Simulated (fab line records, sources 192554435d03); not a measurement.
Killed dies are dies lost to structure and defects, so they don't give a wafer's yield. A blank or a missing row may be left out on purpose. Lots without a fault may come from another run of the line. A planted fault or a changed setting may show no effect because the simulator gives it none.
Which tool did it? | flow n5_finfet | 12 lots, 36 wafers sampled, at 1 step of a route of 1938

WHAT THE GAUGES READ, wafer by wafer
N5_BEOL_M6_CD_MEAS_28: target cd 40 nm.
lot  | measured     | on        | cd_nm (nm)
L076 | day 9 04:34  | cd_sem-01 | 40.08 39.67 39.88
L077 | day 9 23:48  | cd_sem-01 | 40.17 40.30 40.14
L079 | day 10 07:08 | cd_sem-03 | 40.08 40.07 40.03
L081 | day 10 13:14 | cd_sem-01 | 39.99 39.94 39.71
L083 | day 11 10:07 | cd_sem-02 | 39.93 40.30 40.38
L084 | day 11 13:01 | cd_sem-02 | 40.42 39.84 40.20
L086 | day 12 20:31 | cd_sem-02 | 40.44 39.67 40.32
L088 | day 13 03:13 | cd_sem-03 | 40.11 40.02 40.15
L091 | day 14 11:37 | cd_sem-02 | 40.09 40.25 40.10
L094 | day 14 19:16 | cd_sem-01 | 39.38 39.88 39.85
L096 | day 15 15:25 | cd_sem-03 | 40.16 39.90 39.76
L097 | day 15 17:04 | cd_sem-01 | 39.86 40.01 40.07

WHICH TOOL RAN EACH LOT (tool, then ch and the chambers of the sampled wafers, then the start)
The record holds no process step before these readings.

THE ANSWER, worked out from the rows above alone
Rule: what is usual is taken from the lots themselves. Put in order of their means at a reading, lots are off if they are a third of the lots or fewer, leave a main group of 4 or more, and stand apart from it by a gap of 3 or more times the standard deviation of the main group's means; of several such gaps the widest counts. A main group whose means are all the same, to the digits that the tables above print for the reading, isn't used. A lot without any number at a reading at which 4 lots or more have one is off too. The other lots that the step has rows for count as sound.
No lot is off at any reading shown: from this, nothing can be told.

WHAT THE SIMULATOR HAD PUT IN
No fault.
